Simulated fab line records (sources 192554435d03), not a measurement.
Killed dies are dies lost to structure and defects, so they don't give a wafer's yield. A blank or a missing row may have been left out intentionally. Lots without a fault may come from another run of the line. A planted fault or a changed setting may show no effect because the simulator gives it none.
fab line records	flow n5Finfet
record: lots: 9	wafers: 24	lastDay: 18
route steps=1938 shown BEOL_M4@1111 BEOL_M8@1350 PASSIVATION@1936
lots that met no fault: from a run of the same line without faults
startH: the number of hours between the record's first day and the start of the first shown wafer of the lot	waitH: hours from the lot's prior step to this one	" repeats the value in the row above	L1.1+2: several wafers, shown together as one row	- no value, or no start was given	* or withheld: withheld	< > ~ a bound
route shown NAME@n: names a module that has steps shown in the file, with the first one's number in the route	usual: mean/standard deviation of fault-free wafers	same: alike in all rows	chamber/n: place in a boat	sites: per-site readings	_std_site: their standard deviation	_edge_site: inner sites' mean taken away from outer sites' mean	radiusMm: how far each site lies from the wafer's centre	mask NAME#n: copy n	behind: the last tool/chamber to shape the wafer	hold: cause of the lot's hold/its duration in hours/its outcome	device: whichever transistor did not switch (one of n, p or np)	end of line: tests of these same wafers at the route's end	step lacking rows: just its recipe	killed: not the wafer's yield, but the dies lost to structure and defects at the first sort	map: dies across one wafer; x = killed, . = not, _ = none there
set.NAME: the setting that was run; set.NAME@STEP: the one run at that earlier step	model.NAME: the simulator's own value behind a step, which no gauge read
steps of the route over a sample of lots; a table a step, a row a wafer
services: a tool's chamber out of use, with start hour (startH, from the record's first day; less than 0 if before it), hours out, and reason
== steps ==
step: N5_BEOL_M4_RC_MEAS_101
usual: DIBL_N: 36.3/1.7	DIBL_P: 36.0/1.9	IOFF_N: 0.156/0.028	IOFF_P: 0.21/0.036	ION_N: 675/11	ION_P: 463/7.8	SS_N: 71.6/0.59	SS_P: 73.2/0.63	VT_N: 250/3.1	VT_P: -251/3.4
lot.wafer	tool	chamber	startH	waitH	DIBL_N[mV/V]	DIBL_P[mV/V]	IOFF_N[nA/um]	IOFF_P[nA/um]	ION_N[uA/um]	ION_P[uA/um]	SS_N[mV/dec]	SS_P[mV/dec]	VT_N[mV]	VT_P[mV]
L711.2	prober-01	0	193.43	0.2	38.3	36.7	0.177	0.25	682	462	72.0	73.4	245	-245
L711.5	"	0	"	"	37.5	34.6	0.157	0.20	679	463	71.4	72.5	250	-250
L711.6	"	0	"	"	36.6	35.7	0.146	0.21	673	465	71.5	73.1	249	-248
L712.2	prober-02	0	193.92	0.2	34.2	33.5	0.128	0.19	673	464	71.0	72.3	250	-252
L712.3	"	0	"	"	35.6	35.0	0.146	0.22	661	457	71.8	72.8	252	-249
L712.4	"	0	"	"	36.1	34.7	0.155	0.21	667	461	71.4	72.6	251	-248
L715.1	prober-02	0	204.67	0.0	34.3	33.6	0.128	0.17	674	460	70.8	72.6	253	-251
L715.2	"	0	"	"	34.4	34.0	0.122	0.17	663	451	71.3	73.4	252	-254
L715.4	"	0	"	"	38.4	38.9	0.192	0.25	678	458	72.2	74.0	247	-249
L721.1	prober-02	0	248.31	0.0	36.5	37.7	0.165	0.19	676	454	72.8	72.5	252	-251
L721.2	"	0	"	"	36.7	37.9	0.153	0.19	670	458	71.7	73.7	251	-252
L721.4	"	0	"	"	38.2	39.8	0.193	0.23	677	462	71.7	73.6	246	-251
L720.1	prober-02	0	250.83	0.0	36.5	35.3	0.171	0.25	693	481	72.3	73.4	246	-245
L720.5	"	0	"	"	37.8	36.9	0.193	0.27	691	480	72.7	74.0	246	-246
L722.2	prober-01	0	253.39	0.2	34.1	36.0	0.121	0.21	667	466	70.9	73.4	255	-247
L722.5	"	0	"	"	37.0	38.6	0.166	0.26	679	474	72.2	74.2	252	-245
L727.2	prober-02	0	299.00	0.2	37.6	37.5	0.179	0.24	679	465	71.9	73.8	246	-247
L727.4	"	0	"	"	36.6	35.7	0.157	0.22	679	470	71.0	72.6	248	-249
L727.5	"	0	"	"	37.2	36.1	0.168	0.23	686	477	72.1	72.5	246	-248
L729.1	prober-01	0	303.27	0.0	32.7	32.4	0.120	0.14	667	453	71.0	72.6	255	-255
L729.2	"	0	"	"	35.5	37.1	0.155	0.19	666	458	71.5	73.3	254	-253
L729.4	"	0	"	"	33.7	34.0	0.130	0.16	675	455	70.1	72.8	254	-254
L730.4	prober-01	0	320.54	0.5	36.5	35.5	0.142	0.22	667	466	71.1	72.7	250	-247
L730.6	"	0	"	"	41.0	40.2	0.249	0.32	689	478	72.7	74.6	242	-245
step: N5_BEOL_M8_ETCH_62
recipe: chemistry: N2/H2	target: SOC	targetDepthA: 1100	overetchA: 220	maskMaterial: SiARC	tempC: 40	timeS: 165	ionEnergyEv: 200	pressureMtorr: 30	sourceW: 840	biasW: 150	n2FlowSccm: 200	h2FlowSccm: 200
usual: biasW: 150.0/0.42	chamberPressureMTorr: 30.002/0.03	drypumpMotorCurrentA: 5.8/0.42	oesProductAu: 0.67/0.055	rfVppV: 524.3/1.9	showerheadPlenumPTorr: 2.56/0.066	throttleValvePct: 17.91/0.2
lot.wafer	tool	chamber	startH	waitH	biasW	chamberPressureMTorr	drypumpMotorCurrentA	oesProductAu	rfHoursCounterH	rfVppV	showerheadPlenumPTorr	throttleValvePct
L711.2	rieDiel-05	0	230.34	0.0	149.1	30.035	5.9	0.66	122	524.1	2.56	18.16
L711.5	"	1	"	"	149.4	30.016	5.7	0.61	-	522.5	2.51	17.83
L711.6	"	2	"	"	150.0	29.960	5.3	0.70	-	524.7	2.57	17.69
L712.2	rieDiel-02	1	230.43	0.0	149.8	29.974	6.3	0.60	242	522.8	2.51	18.07
L712.3	"	2	"	"	150.1	29.976	6.3	0.72	40	527.6	2.71	17.79
L712.4	"	3	"	"	149.4	29.993	5.4	0.61	185	524.4	2.54	18.21
L715.1	rieDiel-05	1	230.60	0.0	149.7	30.044	5.7	0.62	196	523.9	2.51	17.83
L715.2	"	3	"	"	150.3	29.975	6.3	0.66	140	523.5	2.56	17.89
L715.4	"	2	"	"	149.9	29.969	5.3	0.71	79	524.2	2.56	17.71
L721.1	rieDiel-05	2	284.18	0.0	149.8	30.035	5.3	0.69	94	524.0	2.56	17.73
L721.2	"	3	"	"	150.3	30.008	6.3	0.63	157	522.6	2.55	17.89
L721.4	"	0	"	"	149.7	30.066	5.9	0.65	141	522.4	2.55	18.21
L720.1	rieDiel-05	0	284.66	0.0	149.8	29.958	5.9	0.65	141	525.2	2.55	18.19
L720.5	"	3	"	"	149.7	30.032	6.4	0.64	-	523.8	2.55	17.92
L722.2	rieDiel-02	3	288.04	0.0	149.2	30.014	5.4	0.59	206	522.2	2.53	18.25
L722.5	"	1	"	"	150.7	30.024	6.3	0.77	-	523.9	2.50	17.70
L727.2	rieDiel-02	2	334.14	0.0	150.5	29.998	6.3	0.68	77	528.6	2.70	17.87
L727.4	"	0	"	"	149.1	29.990	5.9	0.67	103	525.2	2.56	17.80
L727.5	"	0	"	"	149.6	29.986	5.9	0.68	-	524.6	2.56	17.82
L729.1	rieDiel-02	3	334.48	0.0	150.6	29.998	5.4	0.59	221	524.5	2.52	18.26
L729.2	"	0	"	"	149.7	29.990	5.9	0.68	103	524.9	2.56	17.81
L729.4	"	2	"	"	149.2	29.977	6.3	0.67	77	527.0	2.70	17.88
L730.4	rieDiel-02	0	356.19	0.0	149.9	29.979	5.9	0.67	112	524.8	2.56	17.81
L730.6	"	3	"	"	150.3	29.953	5.4	0.57	-	523.7	2.52	18.28
step: N5_BEOL_M8_ETCH_66
recipe: chemistry: N2/H2	target: SOC	targetDepthA: 800	overetchA: 160	maskMaterial: SiARC	tempC: 40	timeS: 120	ionEnergyEv: 200	pressureMtorr: 30	sourceW: 840	biasW: 150	n2FlowSccm: 200	h2FlowSccm: 200
usual: biasW: 150.0/0.46	chamberPressureMTorr: 30.001/0.027	drypumpMotorCurrentA: 5.8/0.43	oesProductAu: 0.60/0.046	rfVppV: 523.9/1.9	showerheadPlenumPTorr: 2.55/0.061	throttleValvePct: 17.91/0.19
lot.wafer	tool	chamber	startH	waitH	biasW	chamberPressureMTorr	drypumpMotorCurrentA	oesProductAu	rfHoursCounterH	rfVppV	showerheadPlenumPTorr	throttleValvePct
L711.2	rieDiel-02	0	231.38	0.0	-	-	-	-	-	-	-	-
L711.5	"	3	"	"	-	-	-	-	-	-	-	-
L711.6	"	2	"	"	-	-	-	-	-	-	-	-
L712.2	rieDiel-01	3	231.44	0.0	-	-	-	-	-	-	-	-
L712.3	"	0	"	"	-	-	-	-	-	-	-	-
L712.4	"	2	"	"	-	-	-	-	-	-	-	-
L715.1	rieDiel-05	1	231.72	0.0	-	-	-	-	-	-	-	-
L715.2	"	2	"	"	-	-	-	-	-	-	-	-
L715.4	"	0	"	"	-	-	-	-	-	-	-	-
L720.1	rieDiel-01	1	286.81	0.0	150.4	30.009	5.3	0.70	16	526.4	2.58	17.57
L720.5	"	3	"	"	150.4	30.026	6.1	0.63	-	525.4	2.57	17.76
L721.1	rieDiel-01	1	287.21	0.0	149.0	29.994	5.3	0.70	16	525.2	2.58	17.57
L721.2	"	2	"	"	150.0	29.942	5.3	0.56	201	520.4	2.43	18.22
L721.4	"	3	"	"	149.8	29.985	6.1	0.63	95	525.4	2.57	17.75
L722.2	rieDiel-05	3	289.07	0.0	150.4	29.971	6.3	0.58	159	523.4	2.55	17.91
L722.5	"	3	"	"	149.7	29.998	6.3	0.58	-	523.5	2.55	17.89
L727.2	rieDiel-01	1	336.58	0.0	150.0	29.968	5.3	0.67	34	526.1	2.58	17.61
L727.4	"	2	"	"	149.6	29.988	5.2	0.56	218	519.9	2.42	18.23
L727.5	"	3	"	"	149.8	30.016	6.1	0.61	-	524.5	2.57	17.79
L729.1	rieDiel-02	1	337.09	0.0	150.9	29.992	6.3	0.67	25	522.3	2.49	17.72
L729.2	"	2	"	"	149.5	30.012	6.3	0.61	77	527.3	2.70	17.87
L729.4	"	3	"	"	149.8	29.961	5.3	0.53	222	522.7	2.52	18.26
L730.4	rieDiel-02	2	359.11	0.0	150.5	29.995	6.3	0.60	86	526.9	2.69	17.88
L730.6	"	3	"	"	149.5	30.024	5.4	0.53	-	521.7	2.52	18.27
step: N5_BEOL_M8_VIA_ETCH_34
recipe: chemistry: C4F6/O2	target: SiCOH_lowk	targetDepthA: 1255	maskMaterial: SOC	taperDeg: 4	timeS: 50.5	ionEnergyEv: 250	pressureMtorr: 30	sourceW: 345	biasW: 185	Ar_flow_sccm: 300	C4F6_flow_sccm: 10	O2_flow_sccm: 10
usual: C4F6_flow_sccm: 10.00/0.032	O2_flow_sccm: 10.00/0.032	drypumpMotorCurrentA: 5.8/0.44	oes_f_703_au: 0.78/0.062	oesProductAu: 0.78/0.064	rfVppV: 668/9.7	showerheadPlenumPTorr: 2.86/0.066	throttleValvePct: 21.02/0.14
lot.wafer	tool	chamber	startH	waitH	C4F6_flow_sccm	O2_flow_sccm	drypumpMotorCurrentA	oes_f_703_au	oesProductAu	rfHoursCounterH	rfVppV	showerheadPlenumPTorr	throttleValvePct
L711.2	rieDiel-02	0	231.48	0.0	9.99	10.03	5.9	0.81	0.31	70	675	2.91	20.89
L711.5	"	3	"	"	10.01	10.04	5.4	0.73	0.26	-	651	2.82	20.92
L711.6	"	2	"	"	10.02	10.05	6.3	0.85	0.32	-	666	3.02	20.71
L712.2	rieDiel-01	3	231.54	0.0	9.97	9.94	6.1	0.82	0.32	73	673	2.91	20.63
L712.3	"	0	"	"	9.94	9.98	5.1	0.75	0.29	143	681	2.85	20.78
L712.4	"	2	"	"	10.05	9.99	5.3	0.74	0.28	-	668	2.74	21.16
L715.1	rieDiel-05	1	231.82	0.0	10.00	9.97	5.7	0.72	0.28	196	678	2.85	20.97
L715.2	"	2	"	"	9.93	9.98	5.3	0.82	0.31	79	672	2.88	20.75
L715.4	"	0	"	"	9.99	9.96	5.9	0.78	0.29	123	678	2.85	20.94
L720.1	rieDiel-01	1	286.91	0.0	9.97	10.00	5.3	0.96	0.93	16	656	2.92	20.93
L720.5	"	3	"	"	10.00	10.01	6.1	0.80	0.83	-	672	2.90	20.83
L721.1	rieDiel-01	1	287.31	0.0	10.01	9.99	5.3	0.95	0.94	16	656	2.92	20.92
L721.2	"	2	"	"	10.08	10.01	5.2	0.73	0.73	201	666	2.73	21.34
L721.4	"	3	"	"	9.96	10.03	6.1	0.80	0.83	95	673	2.90	20.81
L722.2	rieDiel-05	3	289.17	0.0	10.03	10.00	6.3	0.73	0.75	159	667	2.84	20.96
L722.5	"	3	"	"	10.07	10.02	6.3	0.73	0.75	-	666	2.84	20.95
L727.2	rieDiel-01	1	336.68	0.0	9.97	10.00	5.3	0.91	0.90	34	657	2.91	20.95
L727.4	"	2	"	"	10.04	10.07	5.2	0.71	0.72	218	666	2.72	21.36
L727.5	"	3	"	"	10.07	9.99	6.1	0.78	0.81	-	672	2.89	20.84
L729.1	rieDiel-02	1	337.19	0.0	9.98	10.05	6.3	0.91	0.89	25	652	2.80	20.91
L729.2	"	2	"	"	9.97	9.97	6.3	0.81	0.80	77	665	3.01	20.92
L729.4	"	3	"	"	9.94	10.02	5.4	0.71	0.70	222	649	2.80	21.12
L730.4	rieDiel-02	2	359.21	0.0	10.03	10.05	6.3	0.79	0.79	86	664	3.00	20.94
L730.6	"	3	"	"	10.00	10.04	5.4	0.71	0.68	-	649	2.80	21.13
step: N5_BEOL_M8_ETCH_41
recipe: chemistry: CH3F/O2	target: SiCN	targetDepthA: 319	taperDeg: 2	timeS: 57.8	ionEnergyEv: 120	maskMaterial: TiN	pressureMtorr: 30	sourceW: 395	biasW: 75	Ar_flow_sccm: 150	CH3F_flow_sccm: 30	O2_flow_sccm: 20
usual: CH3F_flow_sccm: 30.00/0.093	O2_flow_sccm: 20.00/0.064	drypumpMotorCurrentA: 5.8/0.43	oesProductAu: 0.78/0.064	rfVppV: 297.4/1.3	showerheadPlenumPTorr: 2.01/0.048	throttleValvePct: 16.43/0.16
lot.wafer	tool	chamber	startH	waitH	CH3F_flow_sccm	O2_flow_sccm	drypumpMotorCurrentA	oesProductAu	rfHoursCounterH	rfVppV	showerheadPlenumPTorr	throttleValvePct
L711.2	rieDiel-02	0	-	-	30.12	20.08	5.9	0.84	70	298.8	2.04	16.41
L711.5	"	3	"	"	29.97	19.98	5.4	0.73	-	296.1	1.98	16.51
L711.6	"	2	"	"	30.10	20.04	6.3	0.85	-	299.0	2.13	16.20
L712.2	rieDiel-01	3	-	-	29.75	20.09	6.1	0.85	73	298.4	2.04	16.14
L712.3	"	0	"	"	29.93	20.06	5.1	0.75	144	298.1	2.00	16.36
L712.4	"	2	"	"	30.13	20.06	5.2	0.75	-	295.5	1.92	16.71
L715.1	rieDiel-05	1	-	-	30.12	20.02	5.7	0.73	196	296.2	2.00	16.55
L715.2	"	2	"	"	30.05	19.93	5.3	0.84	79	297.8	2.03	16.32
L715.4	"	0	"	"	30.09	19.89	5.9	0.78	123	299.0	2.00	16.48
L720.1	rieDiel-01	1	-	-	29.87	20.10	5.3	0.94	16	296.8	2.06	16.31
L720.5	"	3	"	"	29.95	19.95	6.1	0.82	-	298.2	2.04	16.19
L721.1	rieDiel-01	1	-	-	29.99	20.02	5.3	0.93	16	298.9	2.06	16.29
L721.2	"	2	"	"	29.88	19.95	5.3	0.73	201	294.7	1.91	16.77
L721.4	"	3	"	"	30.15	19.93	6.1	0.82	95	298.0	2.04	16.17
L722.2	rieDiel-05	3	-	-	30.03	19.99	6.3	0.75	159	295.5	1.99	16.39
L722.5	"	3	"	"	30.20	19.99	6.3	0.76	-	295.9	1.99	16.38
L727.2	rieDiel-01	1	-	-	29.96	20.05	5.3	0.90	34	299.4	2.05	16.33
L727.4	"	2	"	"	29.94	19.98	5.3	0.72	218	295.7	1.91	16.77
L727.5	"	3	"	"	29.99	19.99	6.1	0.81	-	298.5	2.03	16.21
L729.1	rieDiel-02	1	-	-	30.01	20.07	6.3	0.90	25	296.1	1.96	16.27
L729.2	"	2	"	"	30.04	19.97	6.3	0.80	77	298.8	2.11	16.28
L729.4	"	3	"	"	30.11	20.00	5.4	0.70	222	298.1	1.97	16.59
L730.4	rieDiel-02	2	-	-	29.98	20.08	6.3	0.79	86	297.5	2.11	16.29
L730.6	"	3	"	"	30.09	20.11	5.4	0.69	-	297.1	1.97	16.61
step: N5_PASSIVATION_PROBE_49
usual: defectLimitedYield: 91.5/1.5	killed_at_M0_to_M3: 30/11	killed_at_M4_up: 13/4.9	killedAtContacts: 14/6.5	killedAtFrontEnd: 40/11	killedAtOther: 3.3/2.7	killedDies: 100/18	killedOnRim: 13/3.8	killedOpen: 67/14	killedShort: 32/7.8	sort_bin_5_function: 5.0/0.97	sort_bin_6_memory: 3.2/0.75	sortNPass: 1080/18	sortYieldPct: 91.5/1.5
same: grossDies: 1180	killedAtBackSide: 0	sort_bin_4_leakage[%]: 0	sort_bin_8_speed[%]: 0
lot.wafer	tool	chamber	startH	waitH	defectLimitedYield[%]	killed_at_M0_to_M3	killed_at_M4_up	killedAtContacts	killedAtFrontEnd	killedAtOther	killedDies	killedOnRim	killedOpen	killedShort	sort_bin_5_function[%]	sort_bin_6_memory[%]	sortNPass	sortYieldPct[%]
L711.2	prober-02	-	300.49	0.1	0	64	1067	18	30	1	1180	152	77	52	96.0	3.6	0	0
L711.5	prober-02	-	300.64	0.2	0	51	1080	11	37	1	1180	152	68	46	95.8	3.5	0	0
L711.6	prober-02	-	300.69	0.3	0	25	1104	13	37	1	1180	152	68	34	96.6	2.9	0	0
L712.2	prober-02	-	306.56	0.1	0	18	1085	25	45	7	1180	152	80	24	96.0	3.7	0	0
L712.3	prober-02	-	306.61	0.1	0	35	1095	21	29	0	1180	152	68	27	96.5	3.3	0	0
L712.4	prober-02	-	306.66	0.2	0	19	1101	26	31	3	1180	152	54	37	96.5	3.1	0	0
L715.1	prober-01	-	308.48	0.0	0	29	1106	6	36	3	1180	152	64	27	97.4	2.5	0	0
L715.2	prober-01	-	308.53	0.1	0	34	1102	14	28	2	1180	152	66	23	97.6	2.1	0	0
L715.4	prober-01	-	308.63	0.2	0	29	1091	15	44	1	1180	152	73	35	96.6	3.0	0	0
killed by level:class
L711.2 BEOL_M8:areaEtch=1051 BEOL_M0_SAQP:geometricParticle:open=20 BEOL_M0_SAQP:geometricParticle:short=19 MOL_CONTACT_COAG:geometricParticle:open=14 BEOL_M1:geometricParticle:open=11 FIN_SAQP:geometricParticle:short=11 BEOL_M3:geometricParticle:open=6 GATE_CUT:geometricParticle:short=5
L711.5 BEOL_M8:areaEtch=1062 BEOL_M0_SAQP:geometricParticle:short=17 MOL_CONTACT_COAG:geometricParticle:open=8 STI_FIN_REVEAL:geometricParticle:open=7 BEOL_M3:geometricParticle:open=6 FIN_SAQP:geometricParticle:short=5 FIN_SAQP:geometricParticle:open=5 BEOL_M0_SAQP:geometricParticle:open=5
L711.6 BEOL_M8:areaEtch=1078 BEOL_M4:geometricParticle:open=17 FIN_SAQP:geometricParticle:short=13 MOL_CONTACT_COAG:geometricParticle:open=9 FIN_SAQP:geometricParticle:open=6 DUMMY_GATE:geometricParticle:open=6 BEOL_M0_SAQP:geometricParticle:open=5 MOL_CONTACT_COAG:geometricParticle:short=4
L712.2 BEOL_M8:areaEtch=1076 MOL_CONTACT_COAG:geometricParticle:open=23 STI_FIN_REVEAL:geometricParticle:open=14 GATE_CUT:geometricParticle:short=8 FIN_SAQP:geometricParticle:open=7 DUMMY_GATE:geometricParticle:open=7 BEOL_M3:geometricParticle:open=5 BEOL_M1:geometricParticle:open=4
L712.3 BEOL_M8:areaEtch=1084 MOL_CONTACT_COAG:geometricParticle:open=18 BEOL_M3:geometricParticle:open=10 FIN_SAQP:geometricParticle:open=9 BEOL_M0_SAQP:geometricParticle:open=7 BEOL_M2:geometricParticle:open=5 DUMMY_GATE:geometricParticle:open=4 BEOL_M0_SAQP:geometricParticle:short=4
L712.4 BEOL_M8:areaEtch=1089 MOL_CONTACT_COAG:geometricParticle:open=21 DUMMY_GATE:geometricParticle:open=10 BEOL_M0_SAQP:geometricParticle:short=7 BEOL_M4:geometricParticle:short=6 BEOL_M3:geometricParticle:open=5 MOL_CONTACT_COAG:geometricParticle:short=5 FIN_SAQP:geometricParticle:open=4
L715.1 BEOL_M8:areaEtch=1089 FIN_SAQP:geometricParticle:short=10 BEOL_M2:geometricParticle:open=10 BEOL_M3:geometricParticle:open=9 BEOL_M6:geometricParticle:open=7 FIN_SAQP:geometricParticle:open=5 MOL_CONTACT_COAG:geometricParticle:open=5 STI_FIN_REVEAL:geometricParticle:open=4
L715.2 BEOL_M8:areaEtch=1091 MOL_CONTACT_COAG:geometricParticle:open=13 BEOL_M3:geometricParticle:open=10 BEOL_M2:geometricParticle:open=7 BEOL_M0_SAQP:geometricParticle:short=7 FIN_SAQP:geometricParticle:short=5 DUMMY_GATE:geometricParticle:open=4 BEOL_M1:geometricParticle:open=4
L715.4 BEOL_M8:areaEtch=1072 FIN_SAQP:geometricParticle:short=21 MOL_CONTACT_COAG:geometricParticle:open=14 FIN_SAQP:geometricParticle:open=10 BEOL_M2:geometricParticle:open=10 BEOL_M4:geometricParticle:open=10 BEOL_M3:geometricParticle:open=8 DUMMY_GATE:geometricParticle:open=3
== services ==
tool	chamber	startH	hours	kind
rieDiel-02	1	215.45	4.4	repair
rieDiel-01	1	220.56	-	clean
rieDiel-01	1	220.56	-	consumableReplace:focusRing
rieDiel-01	1	220.56	19.1	scheduledDown
rieDiel-01	1	220.56	19.1	ventCycle
rieDiel-01	-	223.56	0.1	repair
rieDiel-02	1	250.21	-	clean
rieDiel-02	1	250.21	-	consumableReplace:focusRing
rieDiel-02	1	250.21	13.8	scheduledDown
rieDiel-02	1	250.21	13.8	ventCycle
rieDiel-02	-	274.83	1.4	repair
rieDiel-05	-	348.85	15.6	pm
rieDiel-01	2	353.33	4.1	repair
== key ==
firstSign: step: N5_BEOL_M8_ETCH_66	reading: toolRecord	direction: missing
effect: step: N5_BEOL_M8_VIA_ETCH_34	reading: oesProductAu	direction: down	sigmas: 7.6	usual: 0.78	struck: 0.30
effect: step: N5_PASSIVATION_PROBE_49	reading: killed_at_M4_up	direction: up	sigmas: 99+	usual: 13	struck: 1092
moreKillsBornAt: N5_BEOL_M8_ETCH_66@rieDiel-05: 3252	N5_BEOL_M8_ETCH_66@rieDiel-01: 3249	N5_BEOL_M8_ETCH_66@rieDiel-02: 3191
metAt N5_BEOL_M8_ETCH_66
struckLots L711,L712,L715
laterRowsLeftOut L711.2,L711.5,L711.6,L712.2,L712.3,L712.4,L715.1,L715.2,L715.4
notActingAt N5_BEOL_M8_ETCH_62,N5_BEOL_M8_ETCH_41
fault: kind: skippedStepWhole	tool: rieDiel-01,rieDiel-02,rieDiel-05	chamber: -	onsetH: 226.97	steps: N5_BEOL_M8_ETCH_66	scope: struckLotsOnly
laterRowsLeftOut: the simulator's readings of these wafers behind a module that went badly wrong aren't trusted and aren't shown, but for the sort
